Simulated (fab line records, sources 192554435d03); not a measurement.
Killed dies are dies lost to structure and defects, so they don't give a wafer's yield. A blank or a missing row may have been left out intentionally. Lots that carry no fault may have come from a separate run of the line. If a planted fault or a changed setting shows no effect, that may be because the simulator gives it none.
Split-lot trial / flow n5-finfet / on a route of 1938 steps: 7 lots, 21 wafers read

== THE SPLIT ==
At N5_BEOL_M3_DESCUM_33 (chemistry O2, time 7 s), the setting time-s was moved away from the recipe's 7 s on 9 of the 21 wafers read, by +9.6% to +20.2%. This setting was run at the recipe's value on the other wafers.

The split's own step is where the reading is taken.

== THE READING ==
CAR-EUV_of_BEOL_M3_COAT_22.thk-nm (the simulator's own value, which no gauge read), in nm, at N5_BEOL_M3_DESCUM_33 (chemistry O2, time 7 s). There is no usual value for it anywhere in the file. The 12 wafers here that ran the recipe average 26.1 nm, standard deviation 0.099 nm.

wafer=L076.2; tool, chamber at the split=rie-diel-03, 2; time-s as run, s=7.847; against the recipe=+12.1%; CAR-EUV_of_BEOL_M3_COAT_22.thk-nm, nm=25.8; against lot-mates on the recipe=no lot-mate on the recipe
wafer=L076.5; tool, chamber at the split=rie-diel-03, 2,1; time-s as run, s=7.847; against the recipe=+12.1%; CAR-EUV_of_BEOL_M3_COAT_22.thk-nm, nm=25.6; against lot-mates on the recipe=no lot-mate on the recipe
wafer=L076.6; tool, chamber at the split=rie-diel-03, 2,1; time-s as run, s=7.847; against the recipe=+12.1%; CAR-EUV_of_BEOL_M3_COAT_22.thk-nm, nm=25.6; against lot-mates on the recipe=no lot-mate on the recipe
wafer=L077.1; tool, chamber at the split=rie-diel-02, 0,2; time-s as run, s=7; against the recipe=recipe; CAR-EUV_of_BEOL_M3_COAT_22.thk-nm, nm=26; against lot-mates on the recipe=-
wafer=L077.3; tool, chamber at the split=rie-diel-02, 0,2; time-s as run, s=7; against the recipe=recipe; CAR-EUV_of_BEOL_M3_COAT_22.thk-nm, nm=26; against lot-mates on the recipe=-
wafer=L077.5; tool, chamber at the split=rie-diel-02, 1; time-s as run, s=7; against the recipe=recipe; CAR-EUV_of_BEOL_M3_COAT_22.thk-nm, nm=26.2; against lot-mates on the recipe=-
wafer=L083.3; tool, chamber at the split=rie-diel-02, 3,2; time-s as run, s=7; against the recipe=recipe; CAR-EUV_of_BEOL_M3_COAT_22.thk-nm, nm=26.2; against lot-mates on the recipe=-
wafer=L083.5; tool, chamber at the split=rie-diel-02, 3,2; time-s as run, s=7; against the recipe=recipe; CAR-EUV_of_BEOL_M3_COAT_22.thk-nm, nm=26.2; against lot-mates on the recipe=-
wafer=L083.6; tool, chamber at the split=rie-diel-02, 1; time-s as run, s=8.411; against the recipe=+20.2%; CAR-EUV_of_BEOL_M3_COAT_22.thk-nm, nm=25.4; against lot-mates on the recipe=-0.8
wafer=L084.2; tool, chamber at the split=rie-diel-06, 0; time-s as run, s=8.153; against the recipe=+16.5%; CAR-EUV_of_BEOL_M3_COAT_22.thk-nm, nm=25.6; against lot-mates on the recipe=-0.6
wafer=L084.5; tool, chamber at the split=rie-diel-06, 0; time-s as run, s=7; against the recipe=recipe; CAR-EUV_of_BEOL_M3_COAT_22.thk-nm, nm=26.2; against lot-mates on the recipe=-
wafer=L084.6; tool, chamber at the split=rie-diel-06, 3; time-s as run, s=8.153; against the recipe=+16.5%; CAR-EUV_of_BEOL_M3_COAT_22.thk-nm, nm=25.4; against lot-mates on the recipe=-0.8
wafer=L088.4; tool, chamber at the split=rie-diel-06, 3; time-s as run, s=7; against the recipe=recipe; CAR-EUV_of_BEOL_M3_COAT_22.thk-nm, nm=26; against lot-mates on the recipe=-
wafer=L088.5; tool, chamber at the split=rie-diel-06, 3; time-s as run, s=7; against the recipe=recipe; CAR-EUV_of_BEOL_M3_COAT_22.thk-nm, nm=26; against lot-mates on the recipe=-
wafer=L088.6; tool, chamber at the split=rie-diel-06, 2; time-s as run, s=8.417; against the recipe=+20.2%; CAR-EUV_of_BEOL_M3_COAT_22.thk-nm, nm=25.4; against lot-mates on the recipe=-0.6
wafer=L095.2; tool, chamber at the split=rie-diel-03, 1; time-s as run, s=7.67; against the recipe=+9.6%; CAR-EUV_of_BEOL_M3_COAT_22.thk-nm, nm=25.8; against lot-mates on the recipe=-0.2
wafer=L095.5; tool, chamber at the split=rie-diel-03, 1; time-s as run, s=7.67; against the recipe=+9.6%; CAR-EUV_of_BEOL_M3_COAT_22.thk-nm, nm=25.8; against lot-mates on the recipe=-0.2
wafer=L095.6; tool, chamber at the split=rie-diel-03, 2; time-s as run, s=7; against the recipe=recipe; CAR-EUV_of_BEOL_M3_COAT_22.thk-nm, nm=26; against lot-mates on the recipe=-
wafer=L097.3; tool, chamber at the split=rie-diel-03, 2,3,3; time-s as run, s=7; against the recipe=recipe; CAR-EUV_of_BEOL_M3_COAT_22.thk-nm, nm=26.2; against lot-mates on the recipe=-
wafer=L097.4; tool, chamber at the split=rie-diel-03, 2,3,3; time-s as run, s=7; against the recipe=recipe; CAR-EUV_of_BEOL_M3_COAT_22.thk-nm, nm=26.2; against lot-mates on the recipe=-
wafer=L097.5; tool, chamber at the split=rie-diel-03, 2,3,3; time-s as run, s=7; against the recipe=recipe; CAR-EUV_of_BEOL_M3_COAT_22.thk-nm, nm=26.2; against lot-mates on the recipe=-
Rows listing several chambers each stand for several wafers; the file does not say which wafer went through which chamber.

FIT RESULTS
A straight line over all 21 wafers: CAR-EUV_of_BEOL_M3_COAT_22.thk-nm changes by -0.0362 nm for each +1% of time-s; r = -0.95; the points scatter about the line by 0.094 nm.
The same after taking each lot's own level away (the mean of its wafers on the recipe; 18 wafers): -0.0363 nm for each +1%; r = -0.96; scatter 0.091 nm.
The reading moves by 0.73 nm for the largest change in time-s, on that fit.
The span of the lots' own levels, 26.00 to 26.20 nm, comes to 2.0 times the standard deviation stated above.
The two slopes are in agreement: the lot-to-lot level therefore moves the slope only a little.
Check: -0.773 nm against its lot-mates is what the line predicts for one of the wafers moved furthest among these (+20.2%) when that wafer is left out of the fit. It came out at -0.6 nm against them.

== THESE WAFERS: OTHER SPLITS ==
Before the reading, these wafers also passed through other splits. Each is held against what the fit with the lots' levels taken away leaves over:
other split on the same wafers=N5_BEOL_M0_TRENCH_ETCH_107 target-depth-a; wafers away from the commonest value=7; r with CAR-EUV_of_BEOL_M3_COAT_22.thk-nm (lot level and that fit taken away)=+0.14
other split on the same wafers=N5_BEOL_M1_ETCH_64 source-w; wafers away from the commonest value=5; r with CAR-EUV_of_BEOL_M3_COAT_22.thk-nm (lot level and that fit taken away)=-0.06
other split on the same wafers=N5_BEOL_M2_ILD_DEP_00 time-s; wafers away from the commonest value=6; r with CAR-EUV_of_BEOL_M3_COAT_22.thk-nm (lot level and that fit taken away)=-0.07
other split on the same wafers=N5_BEOL_M2_COAT_62 spin-rpm; wafers away from the commonest value=7; r with CAR-EUV_of_BEOL_M3_COAT_22.thk-nm (lot level and that fit taken away)=-0.27

== THE FILE'S OWN FIT ==
CAR-EUV_of_BEOL_M3_COAT_22.thk-nm changes by -0.0354 nm for each +1% of time-s, r = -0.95.
